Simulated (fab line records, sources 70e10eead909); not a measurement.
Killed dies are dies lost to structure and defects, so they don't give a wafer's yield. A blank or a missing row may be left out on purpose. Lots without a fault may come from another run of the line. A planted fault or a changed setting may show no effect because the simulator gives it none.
Which tool did it? | flow nand_harc | 24 lots, 72 wafers sampled, at 6 steps of a route of 1302

WHAT THE GAUGES READ, wafer by wafer
NHARC_A_SIN_REMOVE_INSPECT_04. Usual: raw_defect_count 405, standard deviation 98.
lot  | measured     | on                | raw_defect_count | flag
L075 | day 20 14:41 | defect_inspect-01 | 321 419 402      |
L074 | day 20 14:42 | defect_inspect-02 | 313 280 335      |
L076 | day 21 02:22 | defect_inspect-02 | 399 449 377      |
L077 | day 22 05:10 | defect_inspect-02 | 309 318 357      |
L079 | day 22 11:58 | defect_inspect-01 | 328 276 535      |
L078 | day 23 02:30 | defect_inspect-02 | 279 424 335      |
L081 | day 23 09:13 | defect_inspect-02 | 424 625 417      |
L080 | day 23 21:16 | defect_inspect-02 | 426 354 342      |
L082 | day 23 21:16 | defect_inspect-01 | 408 487 319      |
L083 | day 24 03:07 | defect_inspect-01 | 500 739 567      |
L084 | day 24 10:14 | defect_inspect-02 | 354 324 373      |
L085 | day 25 02:25 | defect_inspect-02 | 507 373 432      |
L087 | day 25 09:14 | defect_inspect-01 | 345 334 399      |
L086 | day 25 11:05 | defect_inspect-01 | 402 376 424      |
L088 | day 26 19:46 | defect_inspect-02 | 371 388 530      |
L089 | day 26 21:14 | defect_inspect-01 | 589 367 427      |
L090 | day 27 10:00 | defect_inspect-01 | 353 303 477      |
L091 | day 27 10:01 | defect_inspect-02 | 350 330 335      |
L092 | day 27 20:58 | defect_inspect-02 | 353 362 454      |
L093 | day 28 07:39 | defect_inspect-02 | 396 532 458      |
L096 | day 28 17:56 | defect_inspect-01 | 449 531 410      |
L094 | day 28 19:42 | defect_inspect-01 | 371 410 303      |
L095 | day 28 23:14 | defect_inspect-01 | 332 463 387      |
L097 | day 30 00:37 | defect_inspect-02 | 417 397 397      |

NHARC_A_CONTACT_OVL_MEAS_09. Usual: overlay_x_nm 0.1 nm, standard deviation 0.65; overlay_y_nm 0.2 nm, standard deviation 0.78.
lot  | measured     | on         | overlay_x_nm (nm) | overlay_y_nm (nm) | flag
L075 | day 22 18:29 | overlay-02 | 0.4 0.6 0.1       | -0.2 -0.2 -0.3    |
L074 | day 22 17:57 | overlay-02 | 1.8 1.8 2.4       | 0.8 0.0 0.4       |
L076 | day 22 23:49 | overlay-01 | -0.8 -0.3 -0.2    | -0.3 0.1 -0.7     |
L077 | day 24 00:57 | overlay-01 | -0.2 -0.3 -0.1    | -0.3 0.0 -0.7     |
L079 | day 24 11:50 | overlay-01 | 0.5 0.0 1.1       | -1.0 -0.4 -0.7    |
L078 | day 25 01:46 | overlay-01 | 0.1 0.8 0.5       | 1.1 1.1 1.0       |
L081 | day 25 07:22 | overlay-02 | 0.6 0.3 -0.1      | 1.9 1.8 1.7       |
L080 | day 25 21:43 | overlay-02 | 0.1 0.0 -0.1      | -0.7 -0.7 -0.4    |
L082 | day 25 18:13 | overlay-01 | 0.0 0.0 0.1       | 1.4 1.3 1.3       |
L083 | day 25 22:51 | overlay-02 | -0.5 -0.7 -0.9    | 0.0 0.0 -0.1      |
L084 | day 26 04:32 | overlay-02 | 0.0 0.0 -0.4      | -0.2 -0.2 -0.3    |
L085 | day 27 03:01 | overlay-01 | 0.6 0.6 0.5       | 0.6 0.3 0.1       |
L087 | day 27 10:54 | overlay-01 | 0.3 0.0 -0.2      | 0.0 0.2 -0.2      |
L086 | day 27 08:28 | overlay-02 | -0.4 0.1 0.4      | 0.6 0.1 0.4       |
L088 | day 28 15:55 | overlay-01 | -0.2 0.0 -0.7     | 0.7 0.6 0.4       |
L089 | day 28 17:31 | overlay-02 | -0.1 0.6 0.6      | 0.5 0.3 0.8       |
L090 | day 29 10:43 | overlay-01 | -0.5 0.0 0.5      | -0.1 -0.3 -0.6    |
L091 | day 29 12:18 | overlay-01 | 1.1 1.1 1.3       | 0.2 -0.5 -0.4     |
L092 | day 29 16:01 | overlay-01 | -0.2 -0.1 0.1     | 0.0 -0.3 0.1      |
L093 | day 30 07:52 | overlay-02 | -0.1 -0.2 0.0     | 0.0 -0.2 -0.4     |
L096 | day 30 14:49 | overlay-02 | -0.4 -0.2 -0.2    | 0.8 0.8 0.7       |
L094 | day 30 15:11 | overlay-02 | 0.6 -0.4 -0.6     | -0.7 -0.8 -0.9    |
L095 | day 30 21:00 | overlay-02 | 0.5 0.5 0.2       | 2.3 1.8 2.1       |
L097 | day 32 08:19 | overlay-02 | -1.5 -1.4 -1.0    | -0.4 0.0 -0.3     |

WHICH TOOL RAN EACH LOT (tool, then ch and the chambers of the sampled wafers, then the start)
lot  | NHARC_A_WL_FILL_ETCHBACK_16                   | NHARC_A_CONTACT_ETCH_49                       | NHARC_A_CONTACT_ETCH_124             | NHARC_A_CONTACT_ETCH_91
L075 | rie_diel-09 ch 0,3, day 22 12:30 or earlier   | rie_diel-12 ch 0,2, day 22 12:30 or earlier   | har_cap_etch-03 ch 0,1, day 22 12:30 | rie_diel-05 ch 0,1,2, day 22 14:55
L074 | rie_diel-11 ch 0,2,3, day 22 11:51 or earlier | rie_diel-05 ch 0,1,2, day 22 11:51 or earlier | har_cap_etch-01 ch 0,1, day 22 11:51 | rie_diel-05 ch 0,2,3, day 22 14:15
L076 | rie_diel-11 ch 0,2,3, day 22 16:43 or earlier | rie_diel-05 ch 1,2,3, day 22 16:43 or earlier | har_cap_etch-02 ch 0,1, day 22 16:43 | rie_diel-05 ch 2,3, day 22 19:45
L077 | rie_diel-11 ch 2,3, day 23 17:30 or earlier   | rie_diel-05 ch 0,2, day 23 17:30 or earlier   | har_cap_etch-02 ch 0,1, day 23 17:30 | rie_diel-02 ch 0,1,3, day 23 20:31
L079 | rie_diel-09 ch 0,1,2, day 24 04:51 or earlier | rie_diel-05 ch 0,1,2, day 24 04:51 or earlier | har_cap_etch-02 ch 0,1, day 24 04:51 | rie_diel-05 ch 0,2,3, day 24 07:15
L078 | rie_diel-11 ch 1,2,3, day 24 18:15 or earlier | rie_diel-05 ch 1,2, day 24 18:15 or earlier   | har_cap_etch-03 ch 0,1, day 24 18:15 | rie_diel-12 ch 2,3, day 24 20:33
L081 | rie_diel-11 ch 0,1,2, day 25 01:15 or earlier | rie_diel-02 ch 1,2,3, day 25 01:15 or earlier | har_cap_etch-01 ch 0,1, day 25 01:15 | rie_diel-12 ch 1,2,3, day 25 03:40
L080 | rie_diel-09 ch 0,3, day 25 15:35 or earlier   | rie_diel-12 ch 0,2,3, day 25 15:35 or earlier | har_cap_etch-02 ch 0,1, day 25 15:35 | rie_diel-05 ch 0,1,3, day 25 17:56
L082 | rie_diel-11 ch 1,2,3, day 25 09:56 or earlier | rie_diel-05 ch 0,2,3, day 25 09:56 or earlier | har_cap_etch-03 ch 0,1, day 25 09:56 | rie_diel-12 ch 0,2,3, day 25 12:23
L083 | rie_diel-09 ch 0,1,2, day 25 16:52 or earlier | rie_diel-05 ch 2,3, day 25 16:52 or earlier   | har_cap_etch-03 ch 0,1, day 25 16:52 | rie_diel-02 ch 0,1,3, day 25 19:16
L084 | rie_diel-08 ch 0,1, day 25 22:23 or earlier   | rie_diel-02 ch 1,2,3, day 25 22:23 or earlier | har_cap_etch-02 ch 0,1, day 25 22:23 | rie_diel-12 ch 0,1,3, day 26 00:45
L085 | rie_diel-08 ch 0,3, day 26 18:10 or earlier   | rie_diel-05 ch 0,1,3, day 26 18:10 or earlier | har_cap_etch-03 ch 0,1, day 26 18:10 | rie_diel-02 ch 0,1,3, day 26 20:35
L087 | rie_diel-08 ch 0,2,3, day 27 04:49 or earlier | rie_diel-05 ch 0,1,2, day 27 04:49 or earlier | har_cap_etch-03 ch 0,1, day 27 04:49 | rie_diel-05 ch 0,1,3, day 27 07:11
L086 | rie_diel-11 ch 0,1,2, day 27 02:25 or earlier | rie_diel-12 ch 1,2, day 27 02:25 or earlier   | har_cap_etch-01 ch 0,1, day 27 02:25 | rie_diel-05 ch 0,1, day 27 04:45
L088 | rie_diel-11 ch 1,2, day 28 07:35 or earlier   | rie_diel-02 ch 0,2,3, day 28 07:35 or earlier | har_cap_etch-02 ch 0,1, day 28 07:35 | rie_diel-05 ch 0,1,3, day 28 10:41
L089 | rie_diel-09 ch 0,1,2, day 28 09:53 or earlier | rie_diel-12 ch 1,2, day 28 09:53 or earlier   | har_cap_etch-03 ch 0, day 28 09:53   | rie_diel-05 ch 1,3, day 28 12:14
L090 | rie_diel-11 ch 1,2,3, day 29 02:26 or earlier | rie_diel-02 ch 1,2,3, day 29 02:26 or earlier | har_cap_etch-03 ch 0,1, day 29 02:26 | rie_diel-05 ch 0,3, day 29 04:50
L091 | rie_diel-09 ch 2,3, day 29 03:46 or earlier   | rie_diel-05 ch 2,3, day 29 03:46 or earlier   | har_cap_etch-01 ch 0,1, day 29 03:46 | rie_diel-05 ch 0,1,3, day 29 06:11
L092 | rie_diel-11 ch 0,1,2, day 29 09:28 or earlier | rie_diel-05 ch 1,2,3, day 29 09:28 or earlier | har_cap_etch-02 ch 0,1, day 29 09:28 | rie_diel-12 ch 1,2,3, day 29 11:53
L093 | rie_diel-08 ch 2,3, day 30 01:08 or earlier   | rie_diel-05 ch 0,1, day 30 01:08 or earlier   | har_cap_etch-03 ch 0,1, day 30 01:08 | rie_diel-05 ch 1,2, day 30 04:08
L096 | rie_diel-08 ch 2,3, day 30 08:43 or earlier   | rie_diel-02 ch 0,2, day 30 08:43 or earlier   | har_cap_etch-02 ch 0,1, day 30 08:43 | rie_diel-05 ch 0,1,3, day 30 11:08
L094 | rie_diel-11 ch 0,1,3, day 30 09:04 or earlier | rie_diel-12 ch 0,3, day 30 09:04 or earlier   | har_cap_etch-03 ch 0,1, day 30 09:04 | rie_diel-05 ch 1,2,3, day 30 11:29
L095 | rie_diel-08 ch 1,2, day 30 14:58 or earlier   | rie_diel-02 ch 1,2, day 30 14:58 or earlier   | har_cap_etch-02 ch 0,1, day 30 14:58 | rie_diel-05 ch 1,2,3, day 30 17:20
L097 | rie_diel-08 ch 2,3, day 31 07:23 or earlier   | rie_diel-05 ch 1,2, day 31 07:23              | har_cap_etch-02 ch 0,1, day 31 20:16 | rie_diel-05 ch 0,3, day 31 22:37
- NHARC_A_WL_FILL_ETCHBACK_16: etches the open film in C4F8/O2/Ar, target depth 120 nm, time 24 s.
- NHARC_A_CONTACT_ETCH_49: etches the open film in N2/H2, target depth 260 nm, time 475.3 s.
- NHARC_A_CONTACT_ETCH_124: etches the open film in C4F8/O2/Ar, time 140 s, target depth 700 nm.
- NHARC_A_CONTACT_ETCH_91: etches the open film in CH3F/O2, target depth 40 nm, time 85.7 s.

WHAT THE TOOLS THEMSELVES READ (means of the sampled wafers that have a number; where no wafer has one, the mark that the record gives instead)
NHARC_A_WL_FILL_ETCHBACK_16. Usual: oes_product_au 0.987 a.u., standard deviation 0.024; rf_vpp_V 724 V, standard deviation 4.1.
lot  | tool        | oes_product_au (a.u.) | rf_vpp_V (V) | flag
L075 | rie_diel-09 | 0.985                 | 723          |
L074 | rie_diel-11 | 1.005                 | 725          |
L076 | rie_diel-11 | 0.986                 | 725          |
L077 | rie_diel-11 | 0.991                 | 727          |
L079 | rie_diel-09 | 1.009                 | 721          |
L078 | rie_diel-11 | 0.928                 | 726          |
L081 | rie_diel-11 | 0.986                 | 727          |
L080 | rie_diel-09 | 0.947                 | 723          |
L082 | rie_diel-11 | 0.998                 | 725          |
L083 | rie_diel-09 | 0.986                 | 721          |
L084 | rie_diel-08 | 0.998                 | 724          |
L085 | rie_diel-08 | 0.984                 | 725          |
L087 | rie_diel-08 | 0.994                 | 725          |
L086 | rie_diel-11 | 0.975                 | 726          |
L088 | rie_diel-11 | 0.998                 | 729          |
L089 | rie_diel-09 | 0.924                 | 722          |
L090 | rie_diel-11 | 0.999                 | 726          |
L091 | rie_diel-09 | 0.996                 | 720          |
L092 | rie_diel-11 | 1.002                 | 725          |
L093 | rie_diel-08 | 1.003                 | 727          |
L096 | rie_diel-08 | 0.965                 | 722          |
L094 | rie_diel-11 | 1.000                 | 723          |
L095 | rie_diel-08 | 0.991                 | 726          |
L097 | rie_diel-08 | 0.986                 | 722          |

NHARC_A_CONTACT_ETCH_49. Usual: drypump_motor_current_A 5.8 A, standard deviation 0.46; oes_product_au 0.997 a.u., standard deviation 0.012; rf_vpp_V 430.6 V, standard deviation 2.9; showerhead_plenum_p_Torr 2.04 Torr, standard deviation 0.1; throttle_valve_pct 14.171 %, standard deviation 0.0096.
lot  | tool        | drypump_motor_current_A (A) | oes_product_au (a.u.) | rf_vpp_V (V) | showerhead_plenum_p_Torr (Torr) | throttle_valve_pct (%) | flag
L075 | rie_diel-12 | 5.0                         | 1.005                 | 429.5        | 2.00                            | 14.175                 |
L074 | rie_diel-05 | 6.0                         | 1.002                 | 429.8        | 2.01                            | 14.170                 |
L076 | rie_diel-05 | 5.9                         | 0.988                 | 430.9        | 2.07                            | 14.169                 |
L077 | rie_diel-05 | 5.9                         | 1.014                 | 427.0        | 1.92                            | 14.183                 |
L079 | rie_diel-05 | 6.0                         | 1.004                 | 429.1        | 2.00                            | 14.168                 |
L078 | rie_diel-05 | 6.0                         | 0.997                 | 430.6        | 2.03                            | 14.166                 |
L081 | rie_diel-02 | 5.8                         | 1.002                 | 430.3        | 2.04                            | 14.169                 |
L080 | rie_diel-12 | 5.2                         | 1.007                 | 430.7        | 2.06                            | 14.176                 |
L082 | rie_diel-05 | 5.9                         | 1.001                 | 428.9        | 1.98                            | 14.178                 |
L083 | rie_diel-05 | 5.7                         | 1.005                 | 430.8        | 2.05                            | 14.180                 |
L084 | rie_diel-02 | 5.8                         | 0.999                 | 431.5        | 2.04                            | 14.169                 |
L085 | rie_diel-05 | 6.0                         | 0.987                 | 429.3        | 2.03                            | 14.170                 |
L087 | rie_diel-05 | 6.0                         | 0.989                 | 429.5        | 2.00                            | 14.171                 |
L086 | rie_diel-12 | 6.0                         | 1.014                 | 430.8        | 2.06                            | 14.169                 |
L088 | rie_diel-02 | 6.1                         | 1.000                 | 429.7        | 2.03                            | 14.171                 |
L089 | rie_diel-12 | 5.6                         | 0.996                 | 432.3        | 2.13                            | 14.176                 |
L090 | rie_diel-02 | 5.8                         | 0.996                 | 430.2        | 2.03                            | 14.171                 |
L091 | rie_diel-05 | 5.7                         | 0.976                 | 431.3        | 2.04                            | 14.173                 |
L092 | rie_diel-05 | 5.9                         | 0.979                 | 430.4        | 2.06                            | 14.169                 |
L093 | rie_diel-05 | 6.1                         | 0.986                 | 428.5        | 1.96                            | 14.173                 |
L096 | rie_diel-02 | 6.3                         | 1.007                 | 430.4        | 2.03                            | 14.170                 |
L094 | rie_diel-12 | 5.4                         | 0.993                 | 432.6        | 2.12                            | 14.169                 |
L095 | rie_diel-02 | 5.5                         | 0.998                 | 432.3        | 2.11                            | 14.166                 |
L097 | rie_diel-05 | 6.1                         | 0.977                 | 431.0        | 2.07                            | 14.171                 |

NHARC_A_CONTACT_ETCH_91. Usual: drypump_motor_current_A 5.8 A, standard deviation 0.39; oes_product_au 0.94 a.u., standard deviation 0.035; rf_vpp_V 244.2 V, standard deviation 1.9; showerhead_plenum_p_Torr 2.45 Torr, standard deviation 0.12; throttle_valve_pct 20.663 %, standard deviation 0.0091.
lot  | tool        | drypump_motor_current_A (A) | oes_product_au (a.u.) | rf_vpp_V (V) | showerhead_plenum_p_Torr (Torr) | throttle_valve_pct (%) | flag
L075 | rie_diel-05 | 6.0                         | 0.92                  | 242.7        | 2.42                            | 20.665                 |
L074 | rie_diel-05 | 5.9                         | 0.93                  | 244.0        | 2.40                            | 20.658                 |
L076 | rie_diel-05 | 5.7                         | 0.93                  | 244.5        | 2.47                            | 20.660                 |
L077 | rie_diel-02 | 5.6                         | 1.00                  | 245.5        | 2.54                            | 20.663                 |
L079 | rie_diel-05 | 5.9                         | 0.93                  | 243.7        | 2.39                            | 20.655                 |
L078 | rie_diel-12 | 5.3                         | 1.00                  | 247.4        | 2.60                            | 20.666                 |
L081 | rie_diel-12 | 5.8                         | 0.93                  | 245.6        | 2.52                            | 20.662                 |
L080 | rie_diel-05 | 6.0                         | 0.99                  | 244.1        | 2.45                            | 20.663                 |
L082 | rie_diel-12 | 5.2                         | 1.00                  | 244.3        | 2.48                            | 20.659                 |
L083 | rie_diel-02 | 5.6                         | 0.93                  | 245.7        | 2.53                            | 20.667                 |
L084 | rie_diel-12 | 5.7                         | 0.93                  | 243.9        | 2.40                            | 20.658                 |
L085 | rie_diel-02 | 5.6                         | 0.99                  | 244.7        | 2.53                            | 20.662                 |
L087 | rie_diel-05 | 6.0                         | 0.91                  | 243.9        | 2.45                            | 20.665                 |
L086 | rie_diel-05 | 6.1                         | 0.91                  | 244.6        | 2.47                            | 20.658                 |
L088 | rie_diel-05 | 6.0                         | 0.91                  | 244.5        | 2.45                            | 20.665                 |
L089 | rie_diel-05 | 5.9                         | 0.91                  | 245.1        | 2.52                            | 20.663                 |
L090 | rie_diel-05 | 5.9                         | 0.92                  | 243.4        | 2.34                            | 20.666                 |
L091 | rie_diel-05 | 6.0                         | 0.91                  | 244.3        | 2.44                            | 20.674                 |
L092 | rie_diel-12 | 5.8                         | 0.97                  | 244.3        | 2.51                            | 20.659                 |
L093 | rie_diel-05 | 5.9                         | 0.91                  | 245.1        | 2.44                            | 20.658                 |
L096 | rie_diel-05 | 6.0                         | 0.97                  | 244.7        | 2.44                            | 20.663                 |
L094 | rie_diel-05 | 5.9                         | 0.92                  | 244.2        | 2.47                            | 20.656                 |
L095 | rie_diel-05 | 5.9                         | 0.91                  | 244.7        | 2.47                            | 20.665                 |
L097 | rie_diel-05 | 5.8                         | 0.91                  | 243.1        | 2.42                            | 20.658                 |

THE ANSWER, worked out from the rows above alone
Rule: a lot is off if the mean of its wafers that have a number lies more than 3 standard deviations from the usual mean. A lot without any number at a reading at which 4 lots or more have one is off too. The other lots that the step has rows for count as sound. The gauges are gone through in route order, then the tools' own readings, and for those a lot's mean is taken as printed above. The first step at which some lot is off is used, and at that step the reading that is off furthest; a lot without a number counts as furthest.
No lot is off at any reading shown: from this, nothing can be told.

WHAT THE SIMULATOR HAD PUT IN
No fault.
